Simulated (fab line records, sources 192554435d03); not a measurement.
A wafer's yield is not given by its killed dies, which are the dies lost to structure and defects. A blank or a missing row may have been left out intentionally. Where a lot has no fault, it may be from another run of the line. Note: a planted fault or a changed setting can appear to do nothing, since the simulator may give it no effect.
Comparing a struck lot with a sound one    flow n5-finfet    31 out of 1938 route steps
Sound: the wafers L407.2, L407.4, L407.5. Struck: wafer L414.2 (left out: L414.4, a lot-mate that was not struck); the cause follows at the end.
Per side, at each step with rows, come the tool, then ch with its chambers, and then its first start. Under that, the readings that differ: sound wafers    struck wafers    difference of the means    sigmas: that difference in standard deviations of wafers without a fault.
alike: readings with means less than 2 such deviations apart, plus words and numbers identical on both sides. not compared: withheld readings, readings lacking a value on some wafer, bounds such as >300 that could conceal the same value, and numbers that have no deviation in the record and whose values overlap.
A row with sigmas, a row that says differs or no value, or rows on one side alone: a step with any of these is where the two part. When numbers do not overlap yet have no deviation, they are printed without sigmas and do not part them. A reading that every wafer of one side lacks parts them only if that side has two wafers or more.

first, 1 step without rows for these wafers: N5_PASSIVATION_HARDBAKE_31 (time 120 s).
N5_PASSIVATION_CD_MEAS_30: target cd 4000 nm.
  sound on cd-sem-01 ch 0, day 14 19:23; struck on cd-sem-01 ch 0, day 16 08:11
  alike: cd-nm
N5_PASSIVATION_OVL_MEAS_63:
  sound on overlay-02 ch 0, day 14 19:25; struck on overlay-02 ch 0, day 16 08:13
  alike: PAD_OVL
N5_PASSIVATION_INSPECT_64: inspects for defects (macro).
  struck on defect-inspect-01, day 16 08:15; sound on defect-inspect-01, day 14 19:26
  alike: raw-defect-count
N5_PASSIVATION_DESCUM_32: chemistry O2, time 7.9 s.
  sound on rie-diel-05 ch 0,3, day 14 19:28; struck on rie-diel-05 ch 3, day 16 08:17
  alike: drypump-motor-current-A, oes-product-au, rf-vpp-V, showerhead-plenum-p-Torr, throttle-valve-pct
  not compared: rf-hours-counter-h
N5_PASSIVATION_AL_ETCH_33: etches Al in Cl2/BCl3, stops on TaN, target depth 2800 nm, time 466.7 s.
  sound on rie-metal-02 ch 0,1, day 14 19:34; struck on rie-metal-02 ch 0, day 16 08:22
  alike: drypump-motor-current-A, he-backside-leak-sccm, oes-product-au, throttle-valve-pct
  not compared: rf-hours-counter-h
then, 1 step without rows for these wafers: N5_PASSIVATION_ETCH_59 (etches TaN in Cl2/BCl3, target depth 65 nm, time 34.9 s).
N5_PASSIVATION_STRIP_34: strips in O2.
  sound on rie-diel-02 ch 0,2, day 14 20:05; struck on rie-diel-06 ch 3, day 16 08:53
  alike: drypump-motor-current-A, oes-product-au, rf-vpp-V, showerhead-plenum-p-Torr, throttle-valve-pct
  not compared: rf-hours-counter-h
then, 4 steps without rows for these wafers: N5_PASSIVATION_STRIP_51 (strips in post etch residue remover, time 1200 s); N5_PASSIVATION_CLEAN_69 (cleans in IPA, time 180 s); N5_PASSIVATION_SRD_70 (time 30 s); N5_PASSIVATION_PECVD_53 (deposits SiO2 from TEOS/O2, target thk 800 nm, time 169.4 s).
N5_PASSIVATION_PECVD_35: deposits SiNx from SiH4/NH3/N2, target thk 700 nm, time 151.3 s.
  sound on pecvd-03 ch 0,2, day 14 20:41; struck on pecvd-03 ch 0, day 16 09:30
reading                                         sound              struck  difference  sigmas
run-length-s (s)                                195.2 194.4 195.6  137.7   -57.4       -99
model.SiNx_of_PASSIVATION_PECVD_35.thk-nm (nm)  688.8 699.4 696.8  435.6   -259.4      
  alike: chamber-pressure-Torr, heater-power-w, showerhead-plenum-p-Torr, throttle-valve-pct
then, 8 steps without rows for these wafers: N5_PASSIVATION_HMDS_37 (time 60 s); N5_PASSIVATION_COAT_38; N5_PASSIVATION_EBR_40; N5_PASSIVATION_SOFTBAKE_39 (time 120 s); N5_PASSIVATION_EXPOSE_41 (exposes mask PASS OPEN, defocus 0 nm, target cd 40000 nm); N5_PASSIVATION_PEB_42; N5_PASSIVATION_DEVELOP_43 (develop time 60 s); N5_PASSIVATION_HARDBAKE_45 (time 120 s).
N5_PASSIVATION_CD_MEAS_44: target cd 40000 nm.
  sound on cd-sem-01 ch 0, day 14 21:08; struck on cd-sem-02 ch 0, day 16 09:56
  alike: cd-nm
N5_PASSIVATION_OVL_MEAS_66:
  sound on overlay-01 ch 0, day 14 21:10; struck on overlay-01 ch 0, day 16 09:58
  alike: PASS_OPEN_OVL
N5_PASSIVATION_INSPECT_67: inspects for defects (macro).
  struck on defect-inspect-01, day 16 09:59; sound on defect-inspect-01, day 14 21:11
  alike: raw-defect-count
then, 1 step without rows for these wafers: N5_PASSIVATION_DESCUM_46 (chemistry O2, time 7.9 s).
N5_PASSIVATION_PASS_ETCH_47: etches SiNx in CF4/O2, target depth 770 nm, time 385 s.
  sound on rie-diel-06 ch 0,1,3, day 14 21:23; struck on rie-diel-05 ch 0, day 16 10:03
  alike: drypump-motor-current-A, oes-product-au, rf-vpp-V, showerhead-plenum-p-Torr, throttle-valve-pct
  not compared: rf-hours-counter-h
N5_PASSIVATION_ETCH_54: etches SiO2 in CHF3/O2, target depth 880 nm, time 440 s.
  sound on rie-diel-06 ch 0,1,3, day 14 21:37; struck on rie-diel-05 ch 0, day 16 10:17
  alike: drypump-motor-current-A, oes-product-au, rf-vpp-V, showerhead-plenum-p-Torr, throttle-valve-pct
  not compared: rf-hours-counter-h
then, 1 step without rows for these wafers: N5_PASSIVATION_STRIP_48 (strips in O2).
N5_PASSIVATION_STRIP_52: strips in post etch residue remover, time 1200 s.
  sound on wet-bench-03 ch 4,5,7, day 14 21:59; struck on wet-bench-01 ch 7, day 16 10:38
reading                                         sound            struck  difference  sigmas
model.SiNx_of_PASSIVATION_PECVD_35.thk-nm (nm)  688.4 699 696.4  435.2   -259.4      
then, 1 step without rows for these wafers: N5_PASSIVATION_CLEAN_71 (cleans in IPA, time 180 s).
N5_PASSIVATION_PROBE_49:
  struck on prober-01, day 16 13:07; sound on prober-01, day 15 00:41
  alike: defect-limited-yield, killed_at_M0_to_M3, killed_at_M4_up, killed-at-contacts, killed-at-front-end, killed-at-other, killed-dies, killed-open, killed-short, sort_bin_5_function, sort_bin_6_memory, sort-n-pass, sort-yield-pct

== WHERE THEY PART ==
Only at N5_PASSIVATION_PECVD_35, as far as this record shows. Later steps at which nothing parts them and some readings are alike: N5_PASSIVATION_CD_MEAS_44, N5_PASSIVATION_OVL_MEAS_66, N5_PASSIVATION_INSPECT_67, N5_PASSIVATION_PASS_ETCH_47, N5_PASSIVATION_ETCH_54, N5_PASSIVATION_PROBE_49.

WHY: whatever the simulator had introduced
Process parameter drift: pecvd-03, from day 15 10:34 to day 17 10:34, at N5_PASSIVATION_PECVD_35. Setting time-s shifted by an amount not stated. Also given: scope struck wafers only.
